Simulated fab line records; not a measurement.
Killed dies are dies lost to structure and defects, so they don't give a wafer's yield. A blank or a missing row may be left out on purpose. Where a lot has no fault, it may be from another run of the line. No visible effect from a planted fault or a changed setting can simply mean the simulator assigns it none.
Matching of chambers    flow nand_harc    NHARC_A_STAIRCASE_TRIM_196 on rie_diel-07 has 4 sister chambers
The step chemistry O2, time 211.2 s. 4 wafers are shown with their chamber, then 8 later ones without.

== WAFERS PAIRED WITH THEIR CHAMBERS ==
wafer   chamber  showerhead_plenum_p_Torr (Torr)
L087.6  2        3.55
L088.1  1        3.57
L088.4  0        3.79
L090.1  3        3.31

== WAFERS WITHOUT THEIR CHAMBER ==
wafer   showerhead_plenum_p_Torr (Torr)
L090.4  3.57
L090.6  3.79
L089.2  3.54
L089.4  3.31
L089.5  3.31
L096.1  3.31
L096.2  3.54
L096.4  3.31

== THE CHAMBER EACH PASSED THROUGH ==
wafer   from the rows above  in truth
L090.4  1                    1
L090.6  0                    0
L089.2  2                    2
L089.4  3                    3
L089.5  3                    3
L096.1  3                    3
L096.2  2                    2
L096.4  3                    3
Correct placement for 8 of the 8. Not placeable from these rows: 0. Placed wrongly: 0.
How it was worked out, from the rows above alone: a wafer's distance from a chamber is the root of the sum, over the readings, of the square of ((its reading less the chamber's mean) divided by the reading's scatter). The wafer belongs to the nearest chamber; if the next one is less than 2 further off, it can't be placed. A chamber's mean is the mean of its shown wafers. The scatter: with one shown wafer a chamber, the root of the mean of the squares of how far each hidden wafer lies from its nearest shown one.
